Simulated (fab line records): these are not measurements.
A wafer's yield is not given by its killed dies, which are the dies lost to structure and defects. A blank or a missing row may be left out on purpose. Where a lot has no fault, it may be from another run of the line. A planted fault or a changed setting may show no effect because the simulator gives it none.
Code-filled problem report in 8D (eight disciplines) form | flow n5 finfet | the parts of the form that need people (team, actions taken, sign-off) are left out

== 1. WHAT IS WRONG ==
trench depth nm at N5_BEOL_M4_OCD_MEAS_38 reads a mean of 60.2 nm on 1 wafer of 1 lot; wafers without a fault read 55.5 nm with a standard deviation of 0.77. That puts it +6.1 standard deviations away from the usual mean.
The first sign was on wafer L294.2 at day 10 21:52, on ocd-01. The record has a number at this step for 24 wafers belonging to 8 lots. By rule, "out" or "out of limits" means more than 4 standard deviations away from the usual mean. All remaining wafers that have a number are taken as sound.

== 2. WHAT THIS IS AND IS NOT ==
question                    | is                | is not
which readings at this step | trench depth nm   | -
which lots                  | L294              | L283, L287, L293, L301, L302, L303, L304
which wafers of those lots  | L294.2            | L294.5, L294.6
read on which gauges        | ocd-01            | ocd-02
when                        | from day 10 21:52 | up to then (11 sound wafers); but 12 sound wafers of L301, L302, L303, L304 came after

== 3. WHAT RULES OUT EACH SUSPECT ==
Counting: a tool at a process step up to the reading stays a suspect if it ran every lot that is out. Sound lots after the first of them don't rule it out here, since some wafers of a struck lot are sound.
- the gauge at N5_BEOL_M4_OCD_MEAS_38 has been ruled out. All the wafers that are out were read on ocd-01, but those of them that N5_BEOL_M4_TRENCH_ETCH_37 has rows for are out there too, on other tools.
- rie diel-06 at N5_BEOL_M4_ETCHBACK_99 (etches SiO2 in CHF3, target depth 5 nm, time 10.4 s): kept. L294, the lot that is out, went through it at day 10 21:28; up to then, the latest sound lot through it was L293 at day 9 22:32.
- rie diel-06 at N5_BEOL_M4_TRENCH_ETCH_37 (etches SiOC in C4F6/O2, target depth 55.555 nm, time 29.2 s): kept. L294, the lot that is out, went through it at day 10 21:43; up to then, the latest sound lot through it was L293 at day 9 22:47. On those wafers its own readings are out: rf fwd power W, rf vpp V.
- At N5_BEOL_M4_ETCHBACK_99, inside rie diel-06: chamber 2 took the wafers that are out, while their sound lot-mates went through chambers 0, 3.
- At N5_BEOL_M4_TRENCH_ETCH_37, inside rie diel-06: chamber 2 took the wafers that are out, while their sound lot-mates went through chambers 0, 3.
The count leaves rie diel-06 at N5_BEOL_M4_TRENCH_ETCH_37 and rie diel-06 at N5_BEOL_M4_ETCHBACK_99.

== 4. THE CAUSE (what the simulator had put in) ==
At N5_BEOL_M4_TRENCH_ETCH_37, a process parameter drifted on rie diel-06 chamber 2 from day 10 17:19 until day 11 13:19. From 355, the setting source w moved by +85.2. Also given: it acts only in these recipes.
Counting left 2 suspects, and this tool is among them.

== 5. THE EFFECT CHAIN, in route order ==
Each row: a reading where the mean over the struck wafers with a number is more than 3 standard deviations away from the usual. Only readings for which the record gives a usual standard deviation are gone through. hours: the time from each lot's start at the first step in this table that gives one to its start at this step, as a median over the lots. sigmas: the change in usual standard deviations.
hours | step                      | reading         | usual        | on struck wafers | change | sigmas
0     | N5_BEOL_M4_TRENCH_ETCH_37 | rf fwd power W  | 350.5 W      | 436.1            | +85.6  | +50
0     | N5_BEOL_M4_TRENCH_ETCH_37 | rf vpp V        | 664 V        | 594              | -70    | -13
0     | N5_BEOL_M4_OCD_MEAS_38    | trench depth nm | 55.5 nm      | 60.2             | +4.7   | +6.1
4     | N5_BEOL_M4_THK_MEAS_53    | M4_THK          | 39.9 nm      | 44.4             | +4.5   | +3.8
4     | N5_BEOL_M4_RS_MEAS_58     | M4_RS           | 0.672 ohm/sq | 0.588            | -0.084 | -3.1
The process steps in it:
- N5_BEOL_M4_TRENCH_ETCH_37: etches SiOC in C4F6/O2, target depth 55.555 nm, time 29.2 s.
At these later measuring or inspecting steps, every struck wafer for which the step has a row has a number for every such reading, and none has moved that far: N5_BEOL_M4_CD_MEAS_35, N5_BEOL_M4_RC_MEAS_101.

== 6. HOW IT WOULD HAVE BEEN CAUGHT EARLIER ==
5 hours passed between the start of the fault at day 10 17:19 and the first reading out of limits at a measuring or inspecting step in this record, taken at day 10 21:52.
Tool's own readings at N5_BEOL_M4_TRENCH_ETCH_37, rf fwd power W, rf vpp V: out on all struck wafers the step has rows for; an alarm limit on them would have tripped on the first.
All the lots that are out (1) had begun N5_BEOL_M4_TRENCH_ETCH_37 on rie diel-06 by day 10 21:52. Tool hold at that time: it would have spared none of them.
